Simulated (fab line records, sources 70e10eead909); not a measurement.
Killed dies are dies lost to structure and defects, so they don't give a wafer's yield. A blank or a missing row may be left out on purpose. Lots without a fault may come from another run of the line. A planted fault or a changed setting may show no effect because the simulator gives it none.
fab line records | flow nand_harc
record lots=12 wafers=36 last_day=35
route steps=1302 shown A_M1@1190 A_BONDPAD@1204 THIN_TSV@1261 END@1302
lots that met no fault: from a run of the same line without faults
start_h: hours from the record's first day to the start of the lot's first wafer shown | wait_h: hours since the lot's step before | " the same as in the row above | L1.1+2: a row that stands for several wafers | - no value, or no start given | * or withheld: withheld | < > ~ a bound
route shown NAME@n: a module of which the file shows steps, and the number in the route of the first | usual: mean/standard deviation of fault-free wafers | same: alike in all rows | chamber/n: place in a boat | sites: the reading at each site | _std_site: their standard deviation | _edge_site: outer sites' mean less inner sites' | radius_mm: how far each site lies from the wafer's centre | mask NAME#n: copy n | behind: the tool/chamber that last shaped the wafer | hold: why the lot was held/for how many hours/how that ended | device: the transistor (n, p or np) that didn't switch | end of line: the same wafers' tests at the end of the route | a step without rows: its recipe alone | killed: dies lost to structure and defects at the first sort, not the wafer's yield | map: a wafer's dies, x killed, . not, _ none there
set.NAME: the setting as run; set.NAME@STEP: as run at that earlier step | model.NAME: the simulator's own value behind a step, which no gauge read
steps of the route over a sample of lots; a table a step, a row a wafer
services: from which hour (start_h, from the record's first day; less than 0 if before it) a tool's chamber was out of use, for how many hours, and why
## steps
# step NHARC_A_M1_PRE_CLEAN_30
# recipe time_s=30 temp_c=280 gas=H2/He
# usual heater_power_w=412/40
# columns lot.wafer tool chamber start_h wait_h heater_power_w
L344.4 pvd_sputter-01 - 545.04 - 357
L344.3 " - " " 424
L344.6 " - " " 484
L343.2 pvd_sputter-02 - 547.13 - 450
L343.5 " - " " 444
L343.6 " - " " 450
L347.2 pvd_sputter-01 - 558.61 - 357
L347.3 " - " " 475
L347.1 " - " " 442
L349.1 pvd_sputter-02 - 593.11 - 454
L349.2 " - " " 398
L349.5 " - " " 445
L348.4 pvd_sputter-02 - 595.26 - 386
L348.2 " - " " 437
L348.5 " - " " 378
L353.2 pvd_sputter-01 - 624.75 - 361
L353.4 " - " " 346
L353.6 " - " " 406
L355.3 pvd_sputter-01 - 639.91 - 347
L355.2 " - " " 354
L355.5 " - " " 469
L356.2 pvd_sputter-03 - 670.15 - 444
L356.3 " - " " 389
L356.5 " - " " 372
L359.2 pvd_sputter-01 - 683.50 - 413
L359.3 " - " " 482
L359.6 " - " " 347
L360.1 pvd_sputter-03 - 698.39 - 440
L360.4 " - " " 440
L360.5 " - " " 440
L363.4 pvd_sputter-03 - 714.47 - 366
L363.2 " - " " 382
L363.5 " - " " 438
L364.3 pvd_sputter-03 - 761.95 - 443
L364.6 " - " " 400
L364.5 " - " " 421
# step NHARC_A_BONDPAD_THK_MEAS_30
# recipe thk_meas_gauge=ellipsometry
# usual thk_nm=200.4/1.5
# columns lot.wafer tool chamber start_h wait_h thk_nm
L344.3 film_metro-01 - 547.95 0.2 200.4
L344.4 " - " " 202.0
L344.6 " - " " 198.6
L343.2 film_metro-01 - 550.24 0.2 198.7
L343.5 " - " " 200.6
L343.6 " - " " 201.4
L347.1 film_metro-01 - 561.48 0.2 201.1
L347.2 " - " " 200.4
L347.3 " - " " 203.0
L349.1 film_metro-01 - 595.96 0.2 198.4
L349.2 " - " " 199.4
L349.5 " - " " 198.7
L348.2 film_metro-02 - 598.13 0.2 200.4
L348.4 " - " " 202.0
L348.5 " - " " 200.1
L353.2 film_metro-01 - 627.66 0.2 202.3
L353.4 " - " " 201.2
L353.6 " - " " 202.0
L355.2 film_metro-01 - 642.77 0.2 200.5
L355.3 " - " " 201.5
L355.5 " - " " 201.7
L356.2 film_metro-02 - 673.00 0.2 200.5
L356.3 " - " " 199.7
L356.5 " - " " 201.2
L359.2 film_metro-02 - 686.36 0.2 199.2
L359.3 " - " " 198.6
L359.6 " - " " 200.1
L360.1 film_metro-01 - 701.26 0.2 202.1
L360.4 " - " " 201.8
L360.5 " - " " 202.6
L363.2 film_metro-01 - 717.35 0.2 201.2
L363.4 " - " " 197.8
L363.5 " - " " 197.4
L364.3 film_metro-02 - 764.79 0.2 200.5
L364.5 " - " " 201.4
L364.6 " - " " 200.4
# step NHARC_A_BONDPAD_DESCUM_11
# recipe time_s=3 o2_flow_sccm=200 ar_flow_sccm=0 bias_power_w=0 chemistry=O2
# usual drypump_motor_current_A=5.5/0.57 oes_product_au=1.000/0.012 rf_vpp_V=57.7/0.92 showerhead_plenum_p_Torr=1.90/0.098 throttle_valve_pct=11.312/0.0083
# columns lot.wafer tool chamber start_h wait_h drypump_motor_current_A oes_product_au rf_hours_counter_h rf_vpp_V showerhead_plenum_p_Torr throttle_valve_pct
L344.4 rie_diel-09 1 548.72 - 6.0 0.992 8 58.9 1.78 11.316
L344.3 " 2 " " 4.7 1.006 8 56.4 1.80 11.320
L344.6 " 1 " " 6.0 0.994 - 54.7 1.78 11.307
L343.2 rie_diel-09 0 551.07 - 5.2 1.014 8 56.5 1.86 11.305
L343.6 " 1 " " 6.0 1.003 - 57.0 1.78 11.308
L343.5 " 2 " " 4.7 1.017 - 58.1 1.80 11.296
L347.1 rie_diel-09 1 562.27 - 6.0 0.983 10 56.8 1.78 11.298
L347.3 " 2 " " 4.7 1.010 10 57.3 1.79 11.316
L347.2 " 3 " " 5.6 0.977 10 58.2 2.07 11.304
L349.1 rie_diel-08 1 596.63 - 5.1 1.003 2 57.9 1.87 11.321
L349.2 " 2 " " 6.7 1.006 2 58.4 1.93 11.320
L349.5 " 0 " " 5.7 0.997 - 58.3 2.03 11.306
L348.4 rie_diel-08 2 598.92 - 6.7 0.998 2 58.3 1.93 11.306
L348.2 " 3 " " 5.5 0.977 2 57.4 1.97 11.321
L348.5 " 1 " " 5.1 0.995 - 57.8 1.87 11.330
L353.2 rie_diel-08 3 628.38 - 5.5 0.980 3 58.6 1.96 11.314
L353.6 " 1 " " 5.1 1.012 - 57.8 1.87 11.303
L353.4 " 2 " " 6.7 0.997 - 58.6 1.93 11.326
L355.2 rie_diel-09 0 643.42 - 5.2 1.018 24 58.9 1.86 11.321
L355.3 " 1 " " 6.0 1.008 24 57.2 1.77 11.314
L355.5 " 1 " " 6.0 1.014 - 58.5 1.77 11.311
L356.3 rie_diel-08 3 673.78 - 5.5 0.985 3 57.9 1.96 11.319
L356.2 " 0 " " 5.8 0.987 3 60.8 2.03 11.310
L356.5 " 0 " " 5.8 0.980 - 58.0 2.03 11.307
L359.3 rie_diel-08 1 687.04 - 5.1 0.998 4 58.7 1.87 11.313
L359.2 " 2 " " 6.7 1.000 4 58.0 1.93 11.318
L359.6 " 3 " " 5.5 0.976 - 59.1 1.96 11.301
L360.1 rie_diel-08 0 702.06 - 5.8 0.979 4 58.3 2.03 11.315
L360.4 " 1 " " 5.1 1.002 5 56.6 1.87 11.320
L360.5 " 3 " " 5.6 0.967 - 57.2 1.96 11.311
L363.2 rie_diel-09 3 718.00 - 5.6 0.986 4 57.6 2.07 11.298
L363.5 " 3 " " 5.6 0.989 - 58.7 2.07 11.312
L363.4 " 0 " " 5.2 0.997 - 56.9 1.85 11.306
L364.3 rie_diel-08 1 765.45 - 5.1 1.001 1 57.2 1.87 11.303
L364.6 " 0 " " 5.7 0.998 - 58.2 2.03 11.308
L364.5 " 1 " " 5.1 1.000 - 57.4 1.87 11.323
# step NHARC_THIN_TSV_DESCUM_14
# recipe time_s=3 o2_flow_sccm=200 ar_flow_sccm=0 bias_power_w=0 chemistry=O2
# usual drypump_motor_current_A=5.5/0.37 oes_product_au=0.999/0.0083 rf_vpp_V=57.8/0.89 showerhead_plenum_p_Torr=1.91/0.11 throttle_valve_pct=11.312/0.0087
# columns lot.wafer tool chamber start_h wait_h drypump_motor_current_A oes_product_au rf_hours_counter_h rf_vpp_V showerhead_plenum_p_Torr throttle_valve_pct
L343.2 rie_diel-13 2 563.66 - 5.0 0.992 1.9 58.8 1.81 11.322
L343.5 " 3 " " 6.2 0.999 - 56.8 1.78 11.309
L343.6 " 0 " " 5.5 0.996 - 57.5 1.85 11.308
L344.4 rie_diel-13 0 564.72 - 5.5 1.002 1.8 56.5 1.85 11.312
L344.3 " 1 " " 5.4 1.007 2.4 57.3 1.79 11.323
L344.6 " 1 " " 5.4 1.011 - 55.4 1.79 11.310
L347.2 rie_diel-13 3 578.71 - 6.2 0.993 3.9 58.2 1.78 11.319
L347.3 " 0 " " 5.5 0.992 3.0 57.5 1.85 11.311
L347.1 " 1 " " 5.4 1.001 3.7 57.4 1.79 11.313
L349.2 rie_diel-02 1 611.99 - 5.2 1.000 1.0 58.3 1.99 11.307
L349.1 " 0 " " 5.1 0.982 1.2 57.1 2.01 11.313
L349.5 " 2 " " 5.7 1.005 - 58.1 2.03 11.306
L348.4 rie_diel-02 3 613.07 - 5.8 0.989 1.7 59.2 2.06 11.320
L348.2 " 0 " " 5.1 0.989 1.7 58.1 2.01 11.311
L348.5 " 2 " " 5.7 0.994 - 58.1 2.03 11.316
L353.2 rie_diel-02 1 647.05 - 5.2 0.994 3.9 59.6 1.99 11.332
L353.4 " 3 " " 5.9 0.998 - 57.2 2.06 11.291
L353.6 " 0 " " 5.1 0.992 - 58.9 2.00 11.316
L355.2 rie_diel-02 2 660.26 - 5.7 1.002 3.6 58.5 2.03 11.309
L355.3 " 0 " " 5.1 0.990 5.2 58.5 2.00 11.311
L355.5 " 2 " " 5.7 1.007 - 58.9 2.03 11.303
L356.2 rie_diel-02 0 689.18 - 5.1 0.996 7.0 58.5 2.00 11.317
L356.3 " 3 " " 5.8 1.011 7.0 58.6 2.06 11.310
L356.5 " 0 " " 5.1 0.989 - 58.8 2.00 11.307
L359.2 rie_diel-03 1 701.94 - 6.1 1.005 3.4 58.1 1.99 11.295
L359.3 " 0 " " 5.3 0.992 3.0 57.4 1.77 11.311
L359.6 " 2 " " 5.5 1.008 - 59.0 1.84 11.318
L360.1 rie_diel-13 0 716.92 - 5.5 1.000 1.1 58.0 1.85 11.325
L360.4 " 2 " " 5.0 0.996 0.8 57.8 1.81 11.301
L360.5 " 1 " " 5.4 1.003 - 56.4 1.79 11.303
L363.4 rie_diel-02 2 733.79 - 5.7 1.002 7.0 58.6 2.02 11.320
L363.2 " 1 " " 5.2 1.006 8.9 58.9 1.99 11.311
L363.5 " 2 " " 5.7 1.003 - 59.4 2.02 11.306
L364.3 rie_diel-13 1 808.81 - 5.4 0.997 5.5 57.8 1.79 11.301
L364.5 " 2 " " 5.0 1.008 - 57.8 1.81 11.316
L364.6 " 1 " " 5.4 1.015 - 57.3 1.79 11.308
# step NHARC_END_SORT_01
# recipe temp_c=25
# usual killed_at_array=62/22 killed_at_other=1.0/1.4 killed_at_periphery=4.2/2.8 killed_dies=67/23 killed_open=3.1/1.7 killed_short=2.1/1.5
# same gross_dies=677
# columns lot.wafer tool chamber start_h wait_h killed_at_array killed_at_other killed_at_periphery killed_dies killed_open killed_short
L349.1 prober-02 0 628.51 2.5 159 4 5 168 6 1
L349.2 prober-02 0 629.31 2.8 153 3 5 161 3 0
L349.5 prober-02 0 631.74 3.7 179 1 2 182 1 2
L348.2 prober-01 0 630.54 2.8 192 0 3 195 3 1
L348.4 prober-01 0 632.14 3.4 170 0 5 175 4 1
L348.5 prober-01 0 632.94 3.7 188 1 1 190 2 1
# killed by level:class
L349.1 A_M1:unspecified=83 A_CHANNEL_HOLE_D1:chamber_film_flake=22 A_SLIT:chamber_film_flake=20 A_STAIRCASE:chamber_film_flake=9 A_CHANNEL_HOLE_D2:chamber_film_flake=8 A_WL_FILL:chamber_film_flake=4 THIN_TSV:chamber_film_flake=4 A_SOURCE_PLATE:geometric_particle:open=2
L349.2 A_M1:unspecified=90 A_CHANNEL_HOLE_D1:chamber_film_flake=28 A_SLIT:chamber_film_flake=18 A_CHANNEL_HOLE_D2:chamber_film_flake=3 A_STAIRCASE:chamber_film_flake=3 A_ONON_D1:area_dep=3 A_WL_FILL:chamber_film_flake=2 A_DECK1_JOINT:chamber_film_flake=2
L348.2 A_M1:unspecified=92 A_CHANNEL_HOLE_D2:chamber_film_flake=32 A_CHANNEL_HOLE_D1:chamber_film_flake=30 A_SLIT:chamber_film_flake=26 A_CONTACT:chamber_film_flake=7 P_M1:chamber_film_flake=2 A_CHANNEL_HOLE_D1:geometric_particle:open=1 A_ONON_D2:geometric_particle:short=1
L349.5 A_M1:unspecified=92 A_SLIT:chamber_film_flake=33 A_CHANNEL_HOLE_D1:chamber_film_flake=30 A_CHANNEL_HOLE_D2:chamber_film_flake=7 A_STAIRCASE:chamber_film_flake=5 A_WL_FILL:chamber_film_flake=4 A_CHANNEL_FILL_D1:chamber_film_flake=2 A_CHANNEL_FILL_D2:chamber_film_flake=2
L348.4 A_M1:unspecified=85 A_CHANNEL_HOLE_D1:chamber_film_flake=31 A_CHANNEL_HOLE_D2:chamber_film_flake=26 A_SLIT:chamber_film_flake=19 A_CONTACT:chamber_film_flake=5 P_GATE:chamber_film_flake=2 P_STI:geometric_particle:short=1 P_M0:geometric_particle:open=1
L348.5 A_M1:unspecified=105 A_SLIT:chamber_film_flake=27 A_CHANNEL_HOLE_D2:chamber_film_flake=26 A_CHANNEL_HOLE_D1:chamber_film_flake=18 A_CONTACT:chamber_film_flake=6 A_DECK1_JOINT:chamber_film_flake=2 A_DECK1_JOINT:geometric_particle:open=1 A_M0:geometric_particle:open=1
## services
# columns tool chamber start_h hours kind
pvd_sputter-01 - 531.01 2.9 repair
rie_diel-02 1 541.87 8.5 repair
rie_diel-08 - 544.84 9.0 pm
rie_diel-13 0 547.53 12.4 repair
rie_diel-02 3 548.17 3.1 repair
rie_diel-02 - 548.86 0.5 repair
rie_diel-13 2 549.59 6.3 repair
rie_diel-02 - 570.76 9.0 pm
pvd_sputter-01 - 582.06 10.0 pm
rie_diel-13 1 610.55 9.0 repair
rie_diel-02 1 623.55 5.7 repair
rie_diel-08 0 627.69 8.6 repair
rie_diel-02 2 642.31 16.2 repair
rie_diel-09 - 674.10 9.0 pm
rie_diel-13 - 696.00 9.0 pm
rie_diel-08 - 697.54 0.7 repair
rie_diel-13 2 708.44 4.5 repair
rie_diel-08 - 721.84 9.0 pm
rie_diel-02 - 727.16 1.3 repair
rie_diel-02 - 747.76 9.0 pm
rie_diel-02 3 769.33 23.3 repair
rie_diel-08 - 771.37 0.7 repair
rie_diel-02 - 784.48 0.3 repair
rie_diel-02 2 807.49 3.6 repair
## key
first_sign step=NHARC_END_SORT_01 reading=killed_at_array direction=up sigmas=5 usual=62 struck=174
effect step=NHARC_END_SORT_01 reading=killed_dies direction=up sigmas=4.9 usual=67 struck=178
more_kills_born_at NHARC_A_M1_PRE_CLEAN_30@pvd_sputter-02=547
met_at NHARC_A_M1_PRE_CLEAN_30
struck_lots L348,L349
tester_left_out L349
not_acting_at NHARC_A_BONDPAD_THK_MEAS_30,NHARC_A_BONDPAD_DESCUM_11,NHARC_THIN_TSV_DESCUM_14
onset_between 547.13 593.11
earlier_fault kind=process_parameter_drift tool=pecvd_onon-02 chamber=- onset_h=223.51 steps=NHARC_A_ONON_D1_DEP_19 channel=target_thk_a offset=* shape=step acts_in=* stated=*
fault kind=chamber_particle_source tool=pvd_sputter-02 chamber=- onset_h=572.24 steps=NHARC_A_M1_PRE_CLEAN_30 rate_per_visit_cm2=1.2016
# tester_left_out: of these lots the tester's yield and bins aren't shown, on N5 and GAA mostly nor the transistor test; their killed dies are dies lost to structure and defects alone, not to doping, threshold or leakage, so they don't give the yield
